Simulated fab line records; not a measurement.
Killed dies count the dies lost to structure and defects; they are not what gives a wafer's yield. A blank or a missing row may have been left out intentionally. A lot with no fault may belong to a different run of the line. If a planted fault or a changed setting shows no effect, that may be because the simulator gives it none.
Which tool was responsible?    flow nand_harc    12 lots with 36 wafers sampled at 5 steps, on a route of 1159 steps

WHAT THE GAUGES SHOWED, per wafer
NHARC_A_SGD_CUT_OVL_MEAS_10.
lot   measured      on          overlay_x_nm (nm)
L077  day 14 14:46  overlay-01  -0.8 -0.8 -1.0
L074  day 14 15:21  overlay-01  -0.9 -0.9 -1.0
L079  day 15 02:16  overlay-01  -0.6 -1.0 -1.2
L081  day 15 12:46  overlay-02  0.4 0.3 0.2
L084  day 16 09:35  overlay-01  0.2 -0.5 0.3
L085  day 17 00:46  overlay-01  0.6 -0.1 -0.1
L088  day 17 02:10  overlay-01  -0.8 -1.5 -1.7
L089  day 17 10:41  overlay-02  -0.1 -0.2 -0.6
L090  day 18 11:18  overlay-01  -0.9 -0.6 -0.8
L091  day 18 18:27  overlay-02  -1.6 -1.5 -1.4
L096  day 18 17:50  overlay-01  0.6 -0.1 0.2
L097  day 19 12:35  overlay-02  2.1 1.4 1.2

EACH LOT AND THE TOOL THAT RAN IT (in order: tool; ch and the chambers of the sampled wafers; start)
lot   NHARC_A_STAIRCASE_ETCH_313          NHARC_A_STAIRCASE_STRIP_316                    NHARC_A_STAIRCASE_CMP_450      NHARC_A_STAIRCASE_ETCHBACK_422
L077  rie_diel-01 ch 0,1,2, day 12 13:19  rie_diel-01 ch 0,1, day 14 11:58 or earlier    cmp-04 ch 0,2, day 14 11:58    rie_diel-12 ch 0,2,3, day 14 12:31
L074  rie_diel-01 ch 0,1,3, day 12 15:02  rie_diel-01 ch 1,2,3, day 14 12:35 or earlier  cmp-03 ch 0,1,2, day 14 12:35  rie_diel-01 ch 0,1,3, day 14 13:07
L079  rie_diel-13 ch 1,2,3, day 13 00:21  rie_diel-13 ch 1,3, day 14 23:43 or earlier    cmp-02 ch 1,3, day 14 23:43    rie_diel-12 ch 1,2,3, day 15 00:16
L081  rie_diel-13 ch 0,1,3, day 13 13:47  rie_diel-13 ch 0,1, day 15 10:01 or earlier    cmp-04 ch 0,1,2, day 15 10:01  rie_diel-12 ch 0,1,2, day 15 10:32
L084  rie_diel-12 ch 0,1,3, day 14 08:25  rie_diel-12 ch 0,1,3, day 16 06:55 or earlier  cmp-04 ch 0,1,2, day 16 06:55  rie_diel-13 ch 0,2,3, day 16 07:27
L085  rie_diel-13 ch 1,2,3, day 14 21:19  rie_diel-13 ch 2,3, day 16 21:45 or earlier    cmp-04 ch 0,1,3, day 16 21:45  rie_diel-13 ch 0,1,2, day 16 22:17
L088  rie_diel-13 ch 0,2,3, day 15 07:46  rie_diel-13 ch 1,2,3, day 16 23:29 or earlier  cmp-04 ch 1,2,3, day 16 23:29  rie_diel-13 ch 0,1,3, day 17 00:01
L089  rie_diel-13 ch 0,1,3, day 15 12:02  rie_diel-13 ch 1,2, day 17 07:34 or earlier    cmp-03 ch 1,2,3, day 17 07:34  rie_diel-13 ch 0,1, day 17 08:31
L090  rie_diel-13 ch 0,1, day 16 14:04    rie_diel-13 ch 0,1,3, day 18 08:34 or earlier  cmp-02 ch 0,1, day 18 08:34    rie_diel-13 ch 0,3, day 18 09:07
L091  rie_diel-13 ch 0,1, day 16 21:52    rie_diel-13 ch 1,2, day 18 15:37 or earlier    cmp-04 ch 2,3, day 18 15:37    rie_diel-12 ch 1,2, day 18 16:08
L096  rie_diel-13 ch 0,1,2, day 16 23:54  rie_diel-13 ch 0,1,2, day 18 15:07 or earlier  cmp-02 ch 0,1,3, day 18 15:07  rie_diel-12 ch 1,2,3, day 18 15:40
L097  rie_diel-01 ch 0,2,3, day 17 11:55  rie_diel-01 ch 0,2,3, day 19 10:04 or earlier  cmp-03 ch 2,3, day 19 10:04    rie_diel-01 ch 1,2, day 19 10:37
- NHARC_A_STAIRCASE_ETCH_313: etches the open film in CF4/CHF3.
- NHARC_A_STAIRCASE_STRIP_316: strips in O2.
- NHARC_A_STAIRCASE_CMP_450: polishes SiO2, target thk 200 nm.
- NHARC_A_STAIRCASE_ETCHBACK_422: etches the open film in CH3F/O2, target depth 40 nm, time 74.286 s.

THE ANSWER, worked out from the rows above alone
Rule: the usual values come from the lots themselves. The widest of any qualifying gaps counts: lots, ordered by their means at a reading, are off when they make up no more than a third of the lots, leave a main group of 4 or more, and stand apart from it by 3 or more times the standard deviation of that group's means. A main group whose means are all the same, to the digits that the tables above print for the reading, isn't used. Also off: a lot with no number at a reading for which 4 or more lots have one. The other lots that the step has rows for count as sound.
Across all readings shown, no lot is off: no conclusion can be drawn from this.

WHAT THE SIMULATOR HAD PUT IN
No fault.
